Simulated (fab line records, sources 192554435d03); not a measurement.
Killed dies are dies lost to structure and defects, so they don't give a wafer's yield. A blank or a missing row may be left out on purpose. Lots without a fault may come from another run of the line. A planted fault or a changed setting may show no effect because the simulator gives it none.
fab line records | flow n5_finfet
record lots=11 wafers=33 last_day=19
route steps=1938 shown BEOL_M5@1135 PASSIVATION@1936
lots that met no fault: from a run of the same line without faults
start_h: hours from the record's first day to the start of the lot's first wafer shown | wait_h: hours since the lot's step before | " the same as in the row above | L1.1+2: a row that stands for several wafers | - no value, or no start given | * or withheld: withheld | < > ~ a bound
route shown NAME@n: a module of which the file shows steps, and the number in the route of the first | usual: mean/standard deviation of fault-free wafers | same: alike in all rows | chamber/n: place in a boat | sites: the reading at each site | _std_site: their standard deviation | _edge_site: outer sites' mean less inner sites' | radius_mm: how far each site lies from the wafer's centre | mask NAME#n: copy n | behind: the tool/chamber that last shaped the wafer | hold: why the lot was held/for how many hours/how that ended | device: the transistor (n, p or np) that didn't switch | end of line: the same wafers' tests at the end of the route | a step without rows: its recipe alone | killed: dies lost to structure and defects at the first sort, not the wafer's yield | map: a wafer's dies, x killed, . not, _ none there
set.NAME: the setting as run; set.NAME@STEP: as run at that earlier step | model.NAME: the simulator's own value behind a step, which no gauge read
steps of the route over a sample of lots; a table a step, a row a wafer
services: from which hour (start_h, from the record's first day; less than 0 if before it) a tool's chamber was out of use, for how many hours, and why
## steps
# step N5_BEOL_M5_STRIP_64
# recipe chemistry=CF4 resist=SiARC power_w=300 bias_power_w=75 pressure_mtorr=50 cf4_flow_sccm=150 rf_frequency_hz=6e+07
# usual chamber_pressure_mTorr=50.01/0.049 drypump_motor_current_A=5.8/0.64 oes_product_au=0.75/0.068 rf_vpp_V=270.9/1.5 showerhead_plenum_p_Torr=1.78/0.055 throttle_valve_pct=13.60/0.21
# columns lot.wafer tool chamber start_h wait_h chamber_pressure_mTorr drypump_motor_current_A oes_product_au rf_hours_counter_h rf_vpp_V showerhead_plenum_p_Torr throttle_valve_pct
L252.2 rie_diel-06 1 186.24 0.0 49.95 5.0 0.75 144 270.8 1.79 13.69
L252.5 " 2 " " 49.99 6.6 0.78 - 272.5 1.81 13.59
L252.6 " 1 " " 50.06 5.0 0.74 - 271.1 1.79 13.68
L253.2 rie_diel-06 1 225.10 0.0 50.01 5.0 0.74 151 269.9 1.79 13.69
L253.3 " 2 " " 49.96 6.6 0.77 114 270.0 1.81 13.63
L253.6 " 0 " " 50.04 5.1 0.74 - 271.1 1.81 13.46
L254.2 rie_diel-06 2 253.63 0.0 49.95 6.6 0.76 119 270.4 1.81 13.64
L254.4 " 3 " " 49.96 6.6 0.70 185 269.0 1.72 13.53
L254.5 " 2 " " 50.01 6.6 0.77 - 270.7 1.81 13.64
L255.4 rie_diel-02 1 256.83 0.0 50.02 5.1 0.89 26 270.3 1.82 13.31
L255.5 " 3 " " 50.05 5.6 0.79 - 268.8 1.67 13.44
L255.6 " 0 " " 50.03 5.5 0.69 - 269.3 1.71 13.82
L261.2 rie_diel-06 2 275.35 0.0 50.03 6.6 0.77 124 272.1 1.81 13.64
L261.4 " 3 " " 49.96 6.6 0.70 190 268.8 1.72 13.53
L261.6 " 0 " " 49.91 5.1 0.73 - 270.2 1.80 13.48
L262.1 rie_diel-02 1 295.66 0.0 50.01 5.0 0.87 36 272.8 1.81 13.34
L262.3 " 2 " " 49.97 6.3 0.71 214 272.3 1.77 14.00
L262.5 " 3 " " 50.07 5.6 0.78 - 268.5 1.67 13.46
L264.1 rie_diel-06 0 305.88 0.0 50.08 5.0 0.74 172 271.5 1.80 13.48
L264.4 " 2 " " 49.98 6.6 0.76 130 272.2 1.81 13.65
L264.5 " 3 " " 50.03 6.6 0.69 - 269.4 1.72 13.56
L263.2 rie_diel-05 0 310.10 0.0 49.99 5.9 0.93 9 272.9 1.83 13.06
L263.4 " 1 " " 50.04 6.1 0.78 134 271.2 1.79 13.45
L263.6 " 2 " " 50.09 5.0 0.72 - 273.6 1.86 13.66
L273.2 rie_diel-05 2 362.66 0.0 49.99 5.0 0.70 204 272.6 1.85 13.71
L273.4 " 3 " " 49.99 6.2 0.70 - 269.7 1.78 13.98
L273.5 " 1 " " 50.09 6.1 0.76 - 272.5 1.79 13.50
L274.1 rie_diel-06 3 365.13 0.0 50.04 6.6 0.68 214 267.6 1.72 13.58
L274.5 " 2 " " 50.05 6.6 0.74 - 272.0 1.80 13.72
L274.6 " 1 " " 50.00 5.0 0.71 - 269.3 1.78 13.78
L275.1 rie_diel-06 2 365.58 0.0 49.97 6.6 0.75 148 271.9 1.80 13.69
L275.2 " 1 " " 50.02 5.0 0.72 186 270.4 1.78 13.79
L275.3 " 0 " " 50.09 5.0 0.72 189 271.2 1.80 13.55
# step N5_BEOL_M5_HM_OPEN_17
# recipe chemistry=Cl2/BCl3 target_depth_a=200 overetch_a=60 target=TiN mask_material=SOC ion_energy_ev=150 pressure_mtorr=10 icp_w=1000 bias_w=126 Cl2_flow_sccm=53.25 bcl3_flow_sccm=21.75 Ar_flow_sccm=25
# usual chamber_pressure_mTorr=10.000/0.0092 drypump_motor_current_A=5.9/0.6 mfc_cl2_sccm=53.24/0.18 oes_product_au=0.74/0.048 throttle_valve_pct=21.92/0.089
# columns lot.wafer tool chamber start_h wait_h chamber_pressure_mTorr drypump_motor_current_A mfc_cl2_sccm oes_product_au rf_hours_counter_h throttle_valve_pct
L252.2 rie_metal-01 1 186.28 0.0 9.997 6.1 53.23 0.77 8 21.88
L252.5 " 1 " " 10.016 6.1 53.25 0.79 - 21.87
L252.6 " 0 " " 9.998 5.9 53.17 0.85 - 21.88
L253.2 rie_metal-02 1 225.14 0.0 10.004 5.0 52.91 0.63 55 22.10
L253.3 " 1 " " 9.995 5.0 52.91 0.63 - 22.10
L253.6 " 0 " " 9.999 4.9 53.20 0.81 - 22.00
L254.2 rie_metal-02 0 253.67 0.0 9.978 4.9 53.19 0.79 4 22.00
L254.4 " 0 " " 10.010 4.9 53.20 0.79 - 21.99
L254.5 " 1 " " 9.999 5.0 53.01 0.65 - 22.09
L255.4 rie_metal-01 1 256.90 0.1 10.009 6.1 52.99 0.75 - 21.86
L255.5 " 1 " " 10.002 6.1 53.26 0.75 - 21.89
L255.6 " 0 " " 10.001 5.9 53.24 0.78 - 21.89
L261.2 rie_metal-01 1 275.39 0.0 9.999 6.0 53.18 0.74 15 21.90
L261.4 " 0 " " 10.002 5.9 53.22 0.77 - 21.90
L261.6 " 1 " " 9.994 6.0 53.34 0.75 - 21.91
L262.1 rie_metal-01 0 295.70 0.0 10.005 5.9 52.89 0.75 9 21.93
L262.3 " 1 " " 9.993 6.1 53.27 0.73 - 21.89
L262.5 " 1 " " 9.987 6.1 53.05 0.74 - 21.90
L264.1 rie_metal-01 0 305.92 0.0 9.995 5.9 53.22 0.77 10 21.90
L264.4 " 0 " " 10.003 5.9 53.16 0.77 - 21.89
L264.5 " 1 " " 10.008 6.1 53.13 0.75 - 21.88
L263.2 rie_metal-01 0 310.14 0.0 10.013 5.9 53.02 0.75 11 21.91
L263.4 " 0 " " 10.011 5.9 53.21 0.76 - 21.91
L263.6 " 0 " " 9.997 5.9 53.55 0.76 - 21.89
L273.2 rie_metal-02 1 362.70 0.0 10.006 5.0 53.61 0.63 65 22.09
L273.4 " 1 " " 9.999 5.0 53.24 0.64 - 22.09
L273.5 " 0 " " 9.991 4.9 53.06 0.76 - 22.00
L274.1 rie_metal-03 0 365.33 0.2 9.998 6.8 53.12 0.75 8 21.76
L274.5 " 1 " " 10.008 6.6 52.64 0.68 - 21.98
L274.6 " 0 " " 10.006 6.8 53.25 0.77 - 21.76
L275.1 rie_metal-02 1 365.62 0.0 10.010 5.0 53.57 0.63 66 22.09
L275.2 " 0 " " 9.992 4.9 53.46 0.75 12 22.00
L275.3 " 0 " " 10.008 4.9 53.29 0.74 - 22.02
# step N5_BEOL_M5_COAT_66
# recipe resist=SiARC temp_c=220 time_s=60 spin_rpm=1500 resist_thk_nm=12
# usual spin_speed_rpm=1500.2/1.3
# columns lot.wafer tool chamber start_h wait_h spin_speed_rpm
L252.2 litho_track-05 0 187.57 - 1500.5
L252.5 " 0 " " 1500.8
L252.6 " 0 " " 1499.7
L253.2 litho_track-03 0 227.42 - 1499.5
L253.3 " 0 " " 1500.3
L253.6 " 0 " " 1502.4
L254.2 litho_track-02 0 255.00 - 1498.8
L254.4 " 0 " " 1503.0
L254.5 " 0 " " 1499.8
L255.4 litho_track-05 0 257.26 - 1500.1
L255.5 " 0 " " 1500.4
L255.6 " 0 " " 1500.3
L261.2 litho_track-02 0 278.24 - 1503.5
L261.4 " 0 " " 1502.7
L261.6 " 0 " " 1501.0
L262.1 litho_track-02 0 295.92 - 1499.6
L262.3 " 0 " " 1500.7
L262.5 " 0 " " 1500.1
L264.1 litho_track-05 0 307.45 - 1501.0
L264.4 " 0 " " 1502.0
L264.5 " 0 " " 1500.0
L263.2 litho_track-02 0 310.87 - 1500.4
L263.4 " 0 " " 1502.1
L263.6 " 0 " " 1502.7
L273.2 litho_track-03 0 363.47 - 1721.5
L273.4 " 0 " " 1721.5
L273.5 " 0 " " 1721.4
L274.1 litho_track-03 0 368.12 - 1719.0
L274.5 " 0 " " 1720.4
L274.6 " 0 " " 1719.4
L275.1 litho_track-05 0 368.21 - 1499.6
L275.2 " 0 " " 1500.6
L275.3 " 0 " " 1501.8
# step N5_BEOL_M5_CD_MEAS_28
# recipe target_cd_nm=30.6 landing_energy_ev=500 detector=se_inlens target_cd_y_nm=20 polarity=opening
# usual cd_nm=30.64/0.24
# columns lot.wafer tool chamber start_h wait_h cd_nm
L252.2 cd_sem-02 0 187.84 - 30.52
L252.5 " 0 " " 30.63
L252.6 " 0 " " 30.74
L253.2 cd_sem-01 0 227.82 - 30.90
L253.3 " 0 " " 30.95
L253.6 " 0 " " 30.91
L254.2 cd_sem-02 0 255.39 - 30.38
L254.4 " 0 " " 30.82
L254.5 " 0 " " 30.82
L255.4 cd_sem-01 0 257.66 - 31.04
L255.5 " 0 " " 30.89
L255.6 " 0 " " 30.91
L261.2 cd_sem-02 0 278.68 - 30.39
L261.4 " 0 " " 30.80
L261.6 " 0 " " 30.62
L262.1 cd_sem-02 0 296.19 - 30.44
L262.3 " 0 " " 30.68
L262.5 " 0 " " 30.32
L264.1 cd_sem-02 0 307.87 - 30.61
L264.4 " 0 " " 30.42
L264.5 " 0 " " 30.46
L263.2 cd_sem-02 0 311.14 - 30.59
L263.4 " 0 " " 30.38
L263.6 " 0 " " 30.60
L273.2 cd_sem-01 0 363.74 - 30.81
L273.4 " 0 " " 30.47
L273.5 " 0 " " 30.78
L274.1 cd_sem-03 0 368.39 - 30.24
L274.5 " 0 " " 30.37
L274.6 " 0 " " 30.31
L275.1 cd_sem-02 0 368.61 - 30.53
L275.2 " 0 " " 30.45
L275.3 " 0 " " 30.66
# step N5_PASSIVATION_PROBE_49
# usual defect_limited_yield=91.4/1.2 killed_at_M0_to_M3=34/9.1 killed_at_M4_up=14/5.8 killed_at_contacts=13/6 killed_at_front_end=38/10 killed_at_other=3.2/2.7 killed_dies=102/14 killed_open=68/11 killed_short=32/7.2 sort_bin_5_function=5.1/0.83 sort_bin_6_memory=3.2/0.56 sort_bin_8_speed=0.01/0.064 sort_n_pass=1078/14 sort_yield_pct=91.4/1.2
# same gross_dies=1180 killed_at_back_side=0 sort_bin_4_leakage[%]=0
# columns lot.wafer tool chamber start_h wait_h defect_limited_yield[%] killed_at_M0_to_M3 killed_at_M4_up killed_at_contacts killed_at_front_end killed_at_other killed_dies killed_open killed_short sort_bin_5_function[%] sort_bin_6_memory[%] sort_bin_8_speed[%] sort_n_pass sort_yield_pct[%]
L252.2 prober-01 - 291.10 0.1 91.4 35 14 7 44 1 101 63 36 4.6 3.4 0 1079 91.4
L252.5 prober-01 - 291.25 0.2 89.2 28 21 13 60 5 127 92 34 6.7 3.7 0 1053 89.2
L252.6 prober-01 - 291.30 0.3 91.8 32 10 16 32 7 97 61 31 5.7 2.2 0 1083 91.8
L253.2 prober-01 - 325.68 0.1 90.3 38 25 18 31 2 114 89 25 5.6 4.0 0 1066 90.3
L253.3 prober-01 - 325.73 0.1 92.0 34 22 6 32 0 94 65 29 4.7 3.1 0 1086 92.0
L253.6 prober-01 - 325.88 0.3 92.0 26 12 19 34 3 94 72 21 4.4 3.4 0 1086 92.0
L255.4 prober-02 - 359.99 0.2 90.8 27 9 13 57 3 109 68 40 5.3 3.6 0 1071 90.8
L255.5 prober-02 - 360.04 0.2 88.9 56 6 4 62 3 131 98 33 6.9 3.8 0 1049 88.9
L255.6 prober-02 - 360.09 0.3 90.2 23 8 28 53 4 116 80 35 6.1 3.6 0.08 1063 90.1
L262.1 prober-01 - 411.02 0.0 91.5 34 6 5 53 2 100 60 36 5.2 2.9 0 1080 91.5
L262.3 prober-01 - 411.12 0.1 91.3 54 15 7 26 1 103 68 34 4.9 3.6 0 1077 91.3
L262.5 prober-01 - 411.22 0.2 90.7 54 7 8 41 0 110 72 36 5.6 3.4 0 1070 90.7
L263.2 prober-01 - 419.48 0.1 92.5 30 16 14 24 4 88 65 22 4.7 2.6 0 1092 92.5
L263.4 prober-01 - 419.58 0.2 93.1 36 14 3 26 3 82 50 30 4.2 2.5 0 1098 93.1
L263.6 prober-01 - 419.68 0.3 93.2 32 13 4 25 6 80 58 22 4.1 2.7 0 1100 93.2
L264.1 prober-02 - 424.21 0.0 90.6 36 15 13 44 3 111 81 29 5.0 4.2 0 1069 90.6
L264.4 prober-02 - 424.36 0.2 90.4 54 6 4 47 2 113 67 42 5.8 3.2 0 1067 90.4
L264.5 prober-02 - 424.41 0.2 90.8 34 6 8 54 6 108 76 31 4.6 4.1 0 1072 90.8
L275.1 prober-01 - 464.55 0.0 89.8 32 16 10 62 0 120 81 33 5.9 3.6 0 1060 89.8
L275.2 prober-01 - 464.60 0.1 90.4 34 23 17 37 2 113 73 36 5.6 3.6 0 1067 90.4
L275.3 prober-01 - 464.65 0.1 90.1 37 14 12 50 4 117 94 19 6.2 3.5 0 1063 90.1
# killed by level:class
L252.2 FIN_SAQP:geometric_particle:short=12 FIN_SAQP:geometric_particle:open=10 BEOL_M0_SAQP:geometric_particle:open=9 STI_FIN_REVEAL:geometric_particle:open=8 GATE_CUT:geometric_particle:short=7 MOL_CONTACT_COAG:geometric_particle:open=6 BEOL_M0_SAQP:geometric_particle:short=6 BEOL_M1:geometric_particle:open=6
L252.5 STI_FIN_REVEAL:geometric_particle:open=19 MOL_CONTACT_COAG:geometric_particle:open=12 BEOL_M4:geometric_particle:open=9 BEOL_M0_SAQP:geometric_particle:short=9 FIN_SAQP:geometric_particle:open=7 FIN_SAQP:geometric_particle:short=7 DUMMY_GATE:geometric_particle:open=7 BEOL_M0_SAQP:geometric_particle:open=7
L252.6 MOL_CONTACT_COAG:geometric_particle:open=16 BEOL_M3:geometric_particle:open=8 FIN_SAQP:geometric_particle:short=7 STI_FIN_REVEAL:geometric_particle:open=7 BEOL_M0_SAQP:geometric_particle:short=7 BEOL_M1:geometric_particle:open=7 FIN_SAQP:geometric_particle:open=5 BEOL_M0_SAQP:geometric_particle:open=4
L253.2 BEOL_M2:geometric_particle:open=17 BEOL_M4:geometric_particle:open=16 MOL_CONTACT_COAG:geometric_particle:open=15 STI_FIN_REVEAL:geometric_particle:open=10 BEOL_M0_SAQP:geometric_particle:short=8 BEOL_M0_SAQP:geometric_particle:open=8 DUMMY_GATE:geometric_particle:open=7 GATE_CUT:geometric_particle:open=3
L253.3 BEOL_M2:geometric_particle:open=9 DUMMY_GATE:geometric_particle:open=8 BEOL_M4:geometric_particle:open=8 BEOL_M0_SAQP:geometric_particle:short=7 MOL_CONTACT_COAG:geometric_particle:open=6 FIN_SAQP:geometric_particle:open=5 BEOL_M0_SAQP:geometric_particle:open=5 BEOL_M3:geometric_particle:open=5
L253.6 MOL_CONTACT_COAG:geometric_particle:open=17 BEOL_M4:geometric_particle:open=9 FIN_SAQP:geometric_particle:open=8 STI_FIN_REVEAL:geometric_particle:open=8 BEOL_M3:geometric_particle:open=6 BEOL_M2:geometric_particle:open=5 DUMMY_GATE:geometric_particle:open=4 BEOL_M0_SAQP:geometric_particle:short=4
L255.4 FIN_SAQP:geometric_particle:open=20 BEOL_M0_SAQP:geometric_particle:short=13 MOL_CONTACT_COAG:geometric_particle:open=12 GATE_CUT:geometric_particle:short=9 FIN_SAQP:geometric_particle:short=8 BEOL_M0_SAQP:geometric_particle:open=5 ILD0:geometric_particle:short=4 STI_FIN_REVEAL:geometric_particle:open=4
L255.5 FIN_SAQP:geometric_particle:open=27 BEOL_M2:geometric_particle:open=16 STI_FIN_REVEAL:geometric_particle:open=15 BEOL_M1:geometric_particle:open=12 BEOL_M0_SAQP:geometric_particle:short=10 FIN_SAQP:geometric_particle:short=9 BEOL_M0_SAQP:geometric_particle:open=7 BEOL_M3:geometric_particle:open=5
L255.6 MOL_CONTACT_COAG:geometric_particle:open=24 FIN_SAQP:geometric_particle:open=21 FIN_SAQP:geometric_particle:short=12 BEOL_M0_SAQP:geometric_particle:short=6 BEOL_M0_SAQP:geometric_particle:open=5 BEOL_M2:geometric_particle:open=5 STI_FIN_REVEAL:geometric_particle:open=4 GATE_CUT:geometric_particle:short=4
L262.1 FIN_SAQP:geometric_particle:open=21 BEOL_M2:geometric_particle:open=11 FIN_SAQP:geometric_particle:short=8 BEOL_M0_SAQP:geometric_particle:short=7 DUMMY_GATE:geometric_particle:open=5 GATE_CUT:geometric_particle:open=5 MOL_CONTACT_COAG:geometric_particle:open=5 GATE_CUT:geometric_particle:short=4
L262.3 BEOL_M0_SAQP:geometric_particle:short=14 BEOL_M3:geometric_particle:open=12 BEOL_M0_SAQP:geometric_particle:open=12 FIN_SAQP:geometric_particle:open=8 BEOL_M1:geometric_particle:open=7 MOL_CONTACT_COAG:geometric_particle:open=6 BEOL_M4:geometric_particle:open=6 FIN_SAQP:geometric_particle:short=4
L262.5 BEOL_M0_SAQP:geometric_particle:open=19 BEOL_M2:geometric_particle:open=12 BEOL_M0_SAQP:geometric_particle:short=11 FIN_SAQP:geometric_particle:short=7 STI_FIN_REVEAL:geometric_particle:open=7 MOL_CONTACT_COAG:geometric_particle:open=7 STARTING-WAFER:geometric_particle:short=6 FIN_SAQP:geometric_particle:open=5
L263.2 MOL_CONTACT_COAG:geometric_particle:open=12 BEOL_M4:geometric_particle:open=10 BEOL_M0_SAQP:geometric_particle:open=9 STI_FIN_REVEAL:geometric_particle:open=7 BEOL_M0_SAQP:geometric_particle:short=5 FIN_SAQP:geometric_particle:short=4 BEOL_M2:geometric_particle:open=4 BEOL_M0:geometric_particle:open=4
L263.4 BEOL_M2:geometric_particle:open=8 GATE_CUT:geometric_particle:short=7 BEOL_M2:geometric_particle:short=7 FIN_SAQP:geometric_particle:open=4 BEOL_M1:geometric_particle:open=4 BEOL_M5:geometric_particle:open=4 STI_FIN_REVEAL:geometric_particle:open=3 BEOL_M0_SAQP:geometric_particle:open=3
L263.6 BEOL_M4:geometric_particle:open=8 BEOL_M3:geometric_particle:open=7 FIN_SAQP:geometric_particle:open=6 STI_FIN_REVEAL:geometric_particle:open=6 DUMMY_GATE:geometric_particle:open=5 BEOL_M1:geometric_particle:open=5 MOL_CONTACT_COAG:geometric_particle:open=4 BEOL_M0_SAQP:geometric_particle:short=4
L264.1 STI_FIN_REVEAL:geometric_particle:open=19 MOL_CONTACT_COAG:geometric_particle:open=13 BEOL_M0_SAQP:geometric_particle:open=9 BEOL_M0_SAQP:geometric_particle:short=8 BEOL_M3:geometric_particle:open=8 DUMMY_GATE:geometric_particle:open=6 FIN_SAQP:geometric_particle:open=4 FIN_SAQP:geometric_particle:short=4
L264.4 BEOL_M0_SAQP:geometric_particle:short=14 BEOL_M1:geometric_particle:open=13 BEOL_M0_SAQP:geometric_particle:open=10 FIN_SAQP:geometric_particle:open=9 STI_FIN_REVEAL:geometric_particle:open=6 STARTING-WAFER:geometric_particle:open=6 STI_FIN_REVEAL:geometric_particle:short=4 BEOL_M3:geometric_particle:open=4
L264.5 STI_FIN_REVEAL:geometric_particle:open=13 FIN_SAQP:geometric_particle:open=9 BEOL_M0_SAQP:geometric_particle:open=9 DUMMY_GATE:geometric_particle:open=8 MOL_CONTACT_COAG:geometric_particle:open=8 FIN_SAQP:geometric_particle:short=6 BEOL_M1:geometric_particle:open=6 BEOL_M0_SAQP:geometric_particle:short=5
L275.1 STI_FIN_REVEAL:geometric_particle:open=25 BEOL_M0_SAQP:geometric_particle:short=11 MOL_CONTACT_COAG:geometric_particle:open=10 BEOL_M3:geometric_particle:open=9 FIN_SAQP:geometric_particle:open=7 DUMMY_GATE:geometric_particle:open=6 BEOL_M4:geometric_particle:open=6 STARTING-WAFER:geometric_particle:short=6
L275.2 MOL_CONTACT_COAG:geometric_particle:open=14 FIN_SAQP:geometric_particle:open=11 BEOL_M4:geometric_particle:open=11 BEOL_M3:geometric_particle:open=10 STI_FIN_REVEAL:geometric_particle:open=9 BEOL_M3:geometric_particle:short=9 FIN_SAQP:geometric_particle:short=6 BEOL_M4:geometric_particle:short=6
L275.3 STI_FIN_REVEAL:geometric_particle:open=28 BEOL_M0_SAQP:geometric_particle:open=12 MOL_CONTACT_COAG:geometric_particle:open=11 BEOL_M3:geometric_particle:open=10 BEOL_M2:geometric_particle:open=7 DUMMY_GATE:geometric_particle:open=6 BEOL_M4:geometric_particle:open=5 BEOL_M0_SAQP:geometric_particle:short=4
## services
# columns tool chamber start_h hours kind
rie_metal-02 0 175.32 - clean
rie_metal-02 0 175.32 27.5 scheduled_down
rie_metal-02 0 175.32 27.5 vent_cycle
rie_diel-06 1 191.50 1.4 repair
rie_metal-03 0 210.56 - clean
rie_metal-02 - 217.72 0.6 repair
rie_metal-02 1 222.82 2.3 repair
rie_diel-06 2 239.31 3.9 repair
rie_diel-02 3 241.79 7.1 repair
rie_metal-02 - 249.13 0.4 repair
rie_diel-05 0 257.97 - clean
rie_diel-05 0 257.97 - consumable_replace:focus_ring
rie_diel-05 0 257.97 16.8 scheduled_down
rie_diel-05 0 257.97 16.8 vent_cycle
rie_diel-06 - 266.99 1.0 repair
rie_metal-02 - 309.22 2.8 pm
rie_diel-02 0 319.57 - clean
rie_diel-02 0 319.57 - consumable_replace:focus_ring
rie_diel-02 0 319.57 - consumable_replace:showerhead
rie_diel-02 0 319.57 16.1 scheduled_down
rie_diel-02 0 319.57 16.1 vent_cycle
rie_metal-01 - 352.24 14.6 pm
rie_diel-05 0 359.41 10.1 repair
litho_track-02 - 360.60 - consumable_replace:filter
## key
first_sign step=N5_BEOL_M5_COAT_66 reading=spin_speed_rpm direction=up sigmas=99+ usual=* struck=*
effect none on later readings
met_at N5_BEOL_M5_COAT_66
struck_lots L273,L274
not_acting_at N5_BEOL_M5_STRIP_64,N5_BEOL_M5_HM_OPEN_17,N5_BEOL_M5_CD_MEAS_28
onset_between 227.42 363.47
fault kind=process_parameter_drift tool=litho_track-03 chamber=- onset_h=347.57 steps=N5_BEOL_M5_COAT_66 channel=spin_rpm offset=* shape=step end_h=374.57 acts_in=* stated=*
